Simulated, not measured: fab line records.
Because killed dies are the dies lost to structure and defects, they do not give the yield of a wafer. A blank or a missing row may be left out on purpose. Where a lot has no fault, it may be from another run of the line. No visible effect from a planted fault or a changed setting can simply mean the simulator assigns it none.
fab line records    flow n5Finfet
record lots=10  wafers=28  lastDay=18
route steps=1938 shown BEOL_M0_SAQP@639 BEOL_M4@1111 PASSIVATION@1936
lots untouched by any fault: they come from a run of this same line in which no faults occurred
startH: the number of hours between the record's first day and the start of the first shown wafer of the lot    waitH: how many hours have passed since the lot's step before this one    " identical to the entry in the row above    L1.1+2: several wafers, shown together as one row    - value missing, or start not given    * or withheld: withheld    < > ~ a bound
route shown NAME@n: a module of which the file shows steps, and the number in the route of the first    usual: the fault-free wafers' mean and standard deviation    same: alike in all rows    chamber/n: place in a boat    sites: readings site by site    _std_site: standard deviation across them    _edge_site: inner sites' mean taken away from outer sites' mean    radiusMm: how far each site lies from the wafer's centre    mask NAME#n: copy n    behind: tool/chamber where the wafer was last shaped    hold: what put the lot on hold/how long, in hours/how the hold closed    device: whichever transistor did not switch (one of n, p or np)    end of line: tests run on the same wafers once the route is complete    a step without rows: its recipe alone    killed: dies that structure and defects cost at the first sort, which is not the same as the wafer's yield    map: per-die view of a wafer (x killed, . not killed, _ where there is no die)
set.NAME: the setting that was run; set.NAME@STEP: the one run at that earlier step    model.NAME: the simulator's own value behind a step, which no gauge read
one table for each step of the route and one row for each wafer, over a sample of lots
services: from which hour (startH, from the record's first day; less than 0 if before it) a tool's chamber was out of use, for how many hours, and why
## steps
# step N5_BEOL_M0_SAQP_THK_MEAS_05
# usual thkNm=59.8/0.82
lot.wafer  tool          chamber  startH  waitH  thkNm
L306.2     filmMetro-01  -        110.94  0.1    58.7
L306.3     "             -        "       "      58.2
L306.6     "             -        "       "      59.7
L307.3     filmMetro-01  -        116.73  0.1    59.8
L307.4     "             -        "       "      60.4
L307.5     "             -        "       "      60.8
L311.2     filmMetro-02  -        142.59  0.1    59.4
L311.3     "             -        "       "      59.5
L311.4     "             -        "       "      60.2
L314.1     filmMetro-01  -        155.71  0.1    58.7
L314.2     "             -        "       "      58.7
L314.4     "             -        "       "      59.9
L316.1     filmMetro-01  -        169.20  0.1    58.6
L316.3     "             -        "       "      58.7
L316.5     "             -        "       "      59.5
L322.4     filmMetro-01  -        201.22  0.0    61.1
L322.6     "             -        "       "      60.7
L326.2     filmMetro-02  -        226.78  0.2    58.2
L326.4     "             -        "       "      59.8
L326.5     "             -        "       "      60.2
L327.1     filmMetro-02  -        232.30  0.1    60.2
L327.3     "             -        "       "      60.1
L327.6     "             -        "       "      61.2
L328.1     filmMetro-01  -        241.99  0.1    59.6
L328.2     "             -        "       "      60.2
L328.4     "             -        "       "      61.3
L329.4     filmMetro-02  -        244.82  0.1    60.9
L329.6     "             -        "       "      59.6
# step N5_BEOL_M0_SAQP_OVL_MEAS_15
# recipe pointsPerWafer=44
# usual M0_CORE_OVL=0.1/0.74
lot.wafer  tool        chamber  startH  waitH  M0_CORE_OVL[nm]
L306.2     overlay-02  0        111.45  0.0    -0.1
L306.3     "           0        "       "      0.6
L306.6     "           0        "       "      -0.4
L307.3     overlay-01  0        117.24  0.0    -0.4
L307.4     "           0        "       "      -0.3
L307.5     "           0        "       "      -0.1
L311.2     overlay-01  0        142.98  0.0    -0.3
L311.3     "           0        "       "      -0.6
L311.4     "           0        "       "      -0.4
L314.1     overlay-02  0        156.10  0.0    0.6
L314.2     "           0        "       "      0.9
L314.4     "           0        "       "      0.1
L316.1     overlay-02  0        169.58  0.0    0.4
L316.3     "           0        "       "      0.6
L316.5     "           0        "       "      1.1
L322.4     overlay-01  0        201.73  0.0    -0.7
L322.6     "           0        "       "      -0.3
L326.2     overlay-02  0        227.17  0.0    0.0
L326.4     "           0        "       "      -1.8
L326.5     "           0        "       "      0.5
L327.1     overlay-01  0        232.81  0.0    -0.3
L327.3     "           0        "       "      -0.4
L327.6     "           0        "       "      -0.2
L328.1     overlay-02  0        242.37  0.0    0.3
L328.2     "           0        "       "      -0.1
L328.4     "           0        "       "      0.2
L329.4     overlay-02  0        245.33  0.0    0.7
L329.6     "           0        "       "      1.1
# step N5_BEOL_M0_SAQP_SPACER1_ALD_98
# recipe material=SiO2  targetThkA=128  tempC=300  aldPrecursorFamily=BDEAS  aldCoReactant=O2-plasma  pulseTimeS=1  purgeTimeS=2  coReactantPurgeTimeS=2  aldCycles=138  pressureTorr=2
# usual heaterPowerW=478/63  precursorPulseHeightRel=1.000/0.021  susceptorTempC=300.00/0.19
lot.wafer  tool       chamber  startH  waitH  heaterPowerW  precursorPulseHeightRel  susceptorTempC
L306.2     aldSin-03  0        112.48  0.4    498           1.010                    299.96
L306.3     "          3        "       "      514           0.972                    300.13
L306.6     "          2        "       "      552           0.996                    300.32
L307.3     aldSin-03  3        118.40  0.1    506           1.006                    300.20
L307.4     "          1        "       "      536           1.026                    299.87
L307.5     "          2        "       "      550           1.012                    299.95
L311.2     aldSin-01  3        144.03  0.3    441           1.018                    300.00
L311.3     "          0        "       "      496           0.961                    300.10
L311.4     "          2        "       "      480           0.972                    300.39
L314.1     aldSin-04  3        157.17  0.3    412           1.049                    299.67
L314.2     "          1        "       "      418           0.963                    300.07
L314.4     "          0        "       "      618           0.995                    299.99
L316.1     aldSin-01  2        170.95  0.6    481           1.019                    299.76
L316.3     "          0        "       "      516           0.995                    299.97
L316.5     "          1        "       "      389           0.988                    282.44
L322.4     aldSin-04  3        203.47  0.9    412           0.956                    300.23
L322.6     "          0        "       "      573           1.045                    299.93
L326.2     aldSin-01  1        228.78  0.3    439           1.026                    299.83
L326.4     "          2        "       "      493           0.996                    299.77
L326.5     "          0        "       "      515           1.021                    300.17
L327.1     aldSin-01  2        234.03  0.5    482           0.978                    300.21
L327.3     "          1        "       "      437           1.024                    299.92
L327.6     "          3        "       "      441           1.003                    299.71
L328.1     aldSin-01  0        243.32  0.3    517           1.003                    299.82
L328.2     "          2        "       "      485           1.009                    300.29
L328.4     "          3        "       "      438           1.020                    300.08
L329.4     aldSin-01  3        246.31  0.1    449           1.009                    299.80
L329.6     "          1        "       "      433           0.993                    299.87
# step N5_BEOL_M0_SAQP_ETCH_101
# recipe chemistry=CH3F/O2  target=SiNx  maskMaterial=SiO2  targetDepthA=299  timeS=42.7  pressureMtorr=30  sourceW=395  biasW=73  Ar_flow_sccm=150  CH3F_flow_sccm=30  O2_flow_sccm=20  ionEnergyEv=120
# usual drypumpMotorCurrentA=5.7/0.56  oes_ar_750_au=0.83/0.097  oesProductAu=0.83/0.1  rfVppV=298/5.2  showerheadPlenumPTorr=2.05/0.07  throttleValvePct=16.27/0.2
lot.wafer  tool        chamber  startH  waitH  drypumpMotorCurrentA  oes_ar_750_au  oesProductAu  rfHoursCounterH  rfVppV  showerheadPlenumPTorr  throttleValvePct
L306.2     rieDiel-06  3        113.22  0.0    6.0                   0.80           0.80          121              296     2.01                   16.20
L306.3     "           0        "       "      5.9                   0.98           1.00          0                306     2.07                   16.12
L306.6     "           3        "       "      5.9                   0.80           0.81          -                296     2.01                   16.19
L307.3     rieDiel-06  3        119.16  0.1    5.9                   0.79           0.79          124              297     2.01                   16.21
L307.4     "           0        "       "      5.9                   0.96           0.98          -                305     2.06                   16.14
L307.5     "           1        "       "      6.8                   0.72           0.70          -                293     2.06                   16.48
L311.2     rieDiel-06  3        144.74  0.0    6.0                   0.79           0.78          132              295     2.01                   16.24
L311.3     "           2        "       "      5.5                   0.94           0.95          5                296     1.97                   15.87
L311.4     "           1        "       "      6.7                   0.71           0.70          199              293     2.05                   16.51
L314.1     rieDiel-04  2        158.05  0.2    5.4                   0.94           0.92          19               292     2.13                   16.16
L314.2     "           3        "       "      5.5                   0.89           0.91          14               300     2.05                   16.00
L314.4     "           1        "       "      4.6                   0.70           0.70          243              296     2.07                   16.26
L316.1     rieDiel-04  1        171.66  0.0    4.7                   0.70           0.69          248              296     2.07                   16.26
L316.3     "           2        "       "      5.4                   0.91           0.89          24               291     2.13                   16.15
L316.5     "           1        "       "      4.7                   0.70           0.70          -                295     2.07                   16.28
L322.4     rieDiel-03  0        204.44  0.1    5.9                   0.95           0.96          16               294     2.13                   16.02
L322.6     "           3        "       "      6.2                   0.88           0.89          -                290     2.14                   16.32
L326.2     rieDiel-03  2        229.49  0.0    5.1                   0.69           0.68          242              306     1.90                   16.62
L326.4     "           1        "       "      5.4                   0.72           0.73          204              302     2.05                   16.42
L326.5     "           2        "       "      5.1                   0.70           0.69          -                305     1.90                   16.60
L327.1     rieDiel-06  1        234.74  0.0    6.8                   0.70           0.68          224              291     2.05                   16.56
L327.3     "           2        "       "      5.5                   0.89           0.88          32               296     1.97                   15.94
L327.6     "           0        "       "      5.9                   0.87           0.88          -                306     2.05                   16.19
L328.1     rieDiel-03  1        244.06  0.0    5.4                   0.73           0.73          208              302     2.05                   16.42
L328.2     "           0        "       "      5.9                   0.93           0.92          29               296     2.13                   16.08
L328.4     "           2        "       "      5.1                   0.68           0.68          248              303     1.90                   16.63
L329.4     rieDiel-04  2        247.02  0.0    5.4                   0.88           0.87          50               292     2.12                   16.22
L329.6     "           2        "       "      5.4                   0.88           0.87          -                292     2.12                   16.22
# step N5_BEOL_M4_RC_MEAS_101
# usual DIBL_N=36.3/1.7  DIBL_P=36.0/1.9  IOFF_N=0.156/0.028  IOFF_P=0.21/0.036  ION_N=675/11  ION_P=463/7.8  SS_N=71.6/0.59  SS_P=73.2/0.63  VT_N=250/3.1  VT_P=-251/3.4
lot.wafer  tool       chamber  startH  waitH  DIBL_N[mV/V]  DIBL_P[mV/V]  IOFF_N[nA/um]  IOFF_P[nA/um]  ION_N[uA/um]  ION_P[uA/um]  SS_N[mV/dec]  SS_P[mV/dec]  VT_N[mV]  VT_P[mV]
L306.2     prober-02  0        161.97  0.9    32.5          34.3          0.114          0.16           661           455           71.2          72.2          252       -255
L306.3     "          0        "       "      34.3          35.3          0.124          0.17           671           459           71.5          72.8          251       -252
L306.6     "          0        "       "      35.5          36.1          0.148          0.19           671           457           72.2          73.0          248       -252
L307.3     prober-02  0        168.96  0.3    38.5          37.8          0.187          0.21           682           458           71.5          73.8          246       -252
L307.4     "          0        "       "      36.1          35.7          0.158          0.18           674           456           71.3          73.2          247       -253
L307.5     "          0        "       "      36.6          36.2          0.158          0.18           679           460           71.3          73.7          248       -253
L311.2     prober-02  0        193.92  0.2    34.2          33.5          0.128          0.19           673           464           71.0          72.3          250       -252
L311.3     "          0        "       "      35.6          35.0          0.146          0.22           661           457           71.8          72.8          252       -249
L311.4     "          0        "       "      36.1          34.7          0.155          0.21           667           461           71.4          72.6          251       -248
L314.1     prober-02  0        204.67  0.0    34.3          33.6          0.128          0.17           674           460           70.8          72.6          253       -251
L314.2     "          0        "       "      34.4          34.0          0.122          0.17           663           451           71.3          73.4          252       -254
L314.4     "          0        "       "      38.4          38.9          0.192          0.25           678           458           72.2          74.0          247       -249
L316.1     prober-02  0        227.23  0.0    32.8          32.7          0.098          0.14           642           443           70.1          72.1          258       -257
L316.3     "          0        "       "      35.2          34.5          0.137          0.15           668           450           71.6          71.6          250       -257
L316.5     "          0        "       "      35.2          36.2          0.135          0.18           683           463           70.9          72.6          252       -253
L322.4     prober-01  0        255.93  0.5    40.2          41.1          0.209          0.23           693           466           72.1          74.6          249       -250
L322.6     "          0        "       "      36.7          37.4          0.144          0.17           678           462           70.8          72.9          253       -254
L327.1     prober-01  0        298.73  0.0    36.7          35.2          0.144          0.20           683           471           71.3          73.2          250       -248
L327.3     "          0        "       "      34.6          33.2          0.118          0.18           669           463           70.9          72.8          254       -251
L327.6     "          0        "       "      36.0          34.7          0.136          0.20           680           471           71.5          72.8          252       -249
L326.2     prober-02  0        299.00  0.2    37.6          37.5          0.179          0.24           679           465           71.9          73.8          246       -247
L326.4     "          0        "       "      36.6          35.7          0.157          0.22           679           470           71.0          72.6          248       -249
L326.5     "          0        "       "      37.2          36.1          0.168          0.23           686           477           72.1          72.5          246       -248
L328.1     prober-01  0        303.27  0.0    32.7          32.4          0.120          0.14           667           453           71.0          72.6          255       -255
L328.2     "          0        "       "      35.5          37.1          0.155          0.19           666           458           71.5          73.3          254       -253
L328.4     "          0        "       "      33.7          34.0          0.130          0.16           675           455           70.1          72.8          254       -254
L329.4     prober-01  0        320.54  0.5    36.5          35.5          0.142          0.22           667           466           71.1          72.7          250       -247
L329.6     "          0        "       "      41.0          40.2          0.249          0.32           689           478           72.7          74.6          242       -245
# step N5_PASSIVATION_PROBE_49
# usual defectLimitedYield=91.5/1.5  killed_at_M0_to_M3=30/11  killed_at_M4_up=13/4.9  killedAtContacts=14/6.5  killedAtFrontEnd=40/11  killedAtOther=3.3/2.7  killedDies=100/18  killedOnRim=13/3.8  killedOpen=67/14  killedShort=32/7.8  sort_bin_5_function=5.0/0.97  sort_bin_6_memory=3.2/0.75  sortNPass=1080/18  sortYieldPct=91.5/1.5
# same grossDies=1180  killedAtBackSide=0  sort_bin_4_leakage[%]=0  sort_bin_8_speed[%]=0
lot.wafer  tool       chamber  startH  waitH  defectLimitedYield[%]  killed_at_M0_to_M3  killed_at_M4_up  killedAtContacts  killedAtFrontEnd  killedAtOther  killedDies  killedOnRim  killedOpen  killedShort  sort_bin_5_function[%]  sort_bin_6_memory[%]  sortNPass  sortYieldPct[%]
L316.1     prober-02  -        333.21  0.0    92.3                   19                  19               19                31                3              91          12           68          23           4.8                     2.7                   1089       92.3
L316.3     prober-02  -        333.31  0.1    91.6                   35                  4                19                39                2              99          15           62          34           5.2                     3.1                   1081       91.6
L316.5     prober-02  -        333.41  0.2    84.0                   115                 13               12                46                3              189         25           60          37           12.2                    3.3                   991        84.0
L326.4     prober-02  -        399.73  0.2    93.1                   18                  18               6                 38                2              82          11           50          30           4.3                     2.2                   1098       93.1
# killed by level:class
L316.1 MOL_CONTACT_COAG:geometricParticle:open=15 FIN_SAQP:geometricParticle:open=10 BEOL_M0_SAQP:geometricParticle:open=7 FIN_SAQP:geometricParticle:short=5 STI_FIN_REVEAL:geometricParticle:open=5 BEOL_M4:geometricParticle:open=5 BEOL_M7:geometricParticle:open=5 MOL_CONTACT_COAG:geometricParticle:short=4
L316.3 FIN_SAQP:geometricParticle:open=15 MOL_CONTACT_COAG:geometricParticle:open=15 BEOL_M0_SAQP:geometricParticle:open=12 BEOL_M0_SAQP:geometricParticle:short=10 FIN_SAQP:geometricParticle:short=9 BEOL_M3:geometricParticle:open=7 BEOL_M1:geometricParticle:open=4 STI_FIN_REVEAL:geometricParticle:open=3
L316.5 BEOL_M0_SAQP:areaAld=91 FIN_SAQP:geometricParticle:open=14 BEOL_M0_SAQP:geometricParticle:open=9 FIN_SAQP:geometricParticle:short=8 BEOL_M0_SAQP:geometricParticle:short=7 MOL_CONTACT_COAG:geometricParticle:short=6 DUMMY_GATE:geometricParticle:open=5 MOL_CONTACT_COAG:geometricParticle:open=5
L326.4 BEOL_M4:geometricParticle:open=12 FIN_SAQP:geometricParticle:open=11 FIN_SAQP:geometricParticle:short=10 BEOL_M0_SAQP:geometricParticle:short=5 MOL_CONTACT_COAG:geometricParticle:open=4 BEOL_M2:geometricParticle:open=4 GATE_CUT:geometricParticle:short=3 BEOL_M0_SAQP:geometricParticle:open=3
## services
tool        chamber  startH  hours  kind
rieDiel-06  0        95.13   -      clean
rieDiel-06  0        95.13   -      consumableReplace:focusRing
rieDiel-06  0        95.13   16.2   scheduledDown
rieDiel-06  0        95.13   16.2   ventCycle
rieDiel-04  3        101.37  -      clean
rieDiel-04  3        101.37  -      consumableReplace:focusRing
rieDiel-04  3        101.37  12.9   scheduledDown
rieDiel-04  3        101.37  12.9   ventCycle
rieDiel-06  3        104.73  4.3    repair
rieDiel-03  3        109.89  -      clean
rieDiel-03  3        109.89  -      consumableReplace:focusRing
rieDiel-03  3        109.89  -      consumableReplace:showerhead
rieDiel-06  2        111.69  -      clean
rieDiel-06  2        111.69  -      consumableReplace:focusRing
rieDiel-06  2        111.69  13.6   scheduledDown
rieDiel-06  2        111.69  13.6   ventCycle
rieDiel-03  0        128.83  -      clean
rieDiel-03  0        128.83  -      consumableReplace:focusRing
aldSin-01   1        146.65  5.5    repair
aldSin-04   -        178.15  14.0   pm
rieDiel-04  1        179.78  2.1    repair
aldSin-03   1        184.49  81.6   repair
rieDiel-03  1        231.32  3.0    repair
rieDiel-06  2        238.25  3.6    repair
## key
firstSign step=N5_BEOL_M0_SAQP_SPACER1_ALD_98  reading=susceptorTempC  direction=down  sigmas=93  usual=*  struck=*
effect step=N5_PASSIVATION_PROBE_49  reading=killed_at_M0_to_M3  direction=up  sigmas=7.6  usual=30  struck=115
moreKillsBornAt N5_BEOL_M0_SAQP_SPACER1_ALD_98@aldSin-01=91
metAt N5_BEOL_M0_SAQP_SPACER1_ALD_98
struckLots L316
struckWafers L316.5
notActingAt N5_BEOL_M0_SAQP_THK_MEAS_05,N5_BEOL_M0_SAQP_OVL_MEAS_15,N5_BEOL_M0_SAQP_ETCH_101
fault kind=processParameterDrift  tool=aldSin-01  chamber=1  onsetH=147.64  steps=N5_BEOL_M0_SAQP_SPACER1_ALD_98  channel=tempC  offset=*  shape=step  endH=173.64  actsIn=*  stated=*
